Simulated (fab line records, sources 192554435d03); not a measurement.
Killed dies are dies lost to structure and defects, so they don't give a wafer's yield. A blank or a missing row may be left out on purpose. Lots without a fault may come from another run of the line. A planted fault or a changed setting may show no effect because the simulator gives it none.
Split-lot experiment | flow n5_finfet | 7 lots, 21 wafers read, on a route of 1938 steps

THE SPLIT
At N5_BEOL_M15_ETCH_61 (etches BARC in N2/H2, target depth 89 nm, overetch 26.7 nm, time 67.9 s), the setting bias_w was moved away from the recipe's 150 W on 7 of the 21 wafers read, by -17.1% to +12.7%. The other wafers ran this setting at the recipe's value.

The reading is taken at the split's own step.

THE READING
rf_vpp_V, in V, at N5_BEOL_M15_ETCH_61 (etches BARC in N2/H2, target depth 89 nm, overetch 26.7 nm, time 67.9 s). Fault-free wafers of this fab line usually give 522.9 V, standard deviation 2.3 V.

wafer  | tool, chamber at the split | bias_w as run, W | against the recipe | rf_vpp_V, V | against lot-mates on the recipe
L074.1 | rie_diel-04, 0             | 150              | recipe             | 520.5       | -
L074.4 | rie_diel-04, 0             | 150              | recipe             | 521.0       | -
L074.5 | rie_diel-04, 3             | 150              | recipe             | 522.1       | -
L080.2 | rie_diel-04, 0             | 150              | recipe             | 521.3       | -
L080.4 | rie_diel-04, 3             | 169.1            | +12.7%             | 564.4       | +43.1
L080.5 | rie_diel-04, 0             | 169.1            | +12.7%             | 562.7       | +41.4
L081.2 | rie_diel-05, 3             | 150              | recipe             | 521.2       | -
L081.5 | rie_diel-05, 0             | 150              | recipe             | 525.7       | -
L081.6 | rie_diel-05, 3             | 150              | recipe             | 521.0       | -
L085.3 | rie_diel-06, 2             | 150              | recipe             | 524.9       | -
L085.4 | rie_diel-06, 1             | 150              | recipe             | 520.3       | -
L085.6 | rie_diel-06, 2             | 137.5            | -8.3%              | 498.1       | -24.5
L087.1 | rie_diel-06, 1             | 150              | recipe             | 521.1       | -
L087.2 | rie_diel-06, 0             | 150              | recipe             | 525.7       | -
L087.4 | rie_diel-06, 2             | 150              | recipe             | 526.0       | -
L091.1 | rie_diel-04, 2             | 160.3            | +6.9%              | 543.8       | +20.9
L091.2 | rie_diel-04, 3             | 160.3            | +6.9%              | 547.6       | +24.7
L091.6 | rie_diel-04, 3             | 150              | recipe             | 522.9       | -
L095.2 | rie_diel-05, 1             | 150              | recipe             | 517.7       | -
L095.3 | rie_diel-05, 3             | 124.3            | -17.1%             | 462.3       | -55.4
L095.6 | rie_diel-05, 1             | 124.3            | -17.1%             | 460.5       | -57.2

THE FIT
A straight line over all 21 wafers: rf_vpp_V changes by +3.4 V for each +1% of bias_w; r = +0.99; the points scatter about the line by 2.6 V.
The same after taking each lot's own level away (the mean of its wafers on the recipe; 21 wafers): +3.28 V for each +1%; r = +1.00; scatter 1.8 V.
On that fit, the largest move of bias_w shifts the reading by 56 V.
The lots' own levels span 517.70 to 524.27 V, that is 2.9 times the standard deviation above.
So the lot-to-lot level changes the slope little: the two slopes agree.
Check: with one of the wafers moved furthest among these (-17.1%) left out of the fit, the line predicts -56.2 V for it against its lot-mates. It came out at -55.4 V against them.
Tool readings at the split's step, against how far the setting was moved: rf_vpp_V r = +0.99.

OTHER SPLITS ON THESE WAFERS
These wafers also went through other splits before the reading. Each is held against what the fit with the lots' levels taken away leaves over:
other split on the same wafers    | wafers away from the commonest value | r with rf_vpp_V (lot level and that fit taken away)
N5_BEOL_M13_COAT_65 spin_rpm      | 6                                    | -0.14
N5_BEOL_M14_TRENCH_ETCH_34 time_s | 7                                    | +0.13
N5_BEOL_M14_SPUTTER_45 power_w    | 6                                    | +0.04
N5_BEOL_M15_COAT_60 spin_rpm      | 6                                    | -0.17

THE FILE'S OWN FIT
rf_vpp_V changes by +3.26 V for each +1% of bias_w, r = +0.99.
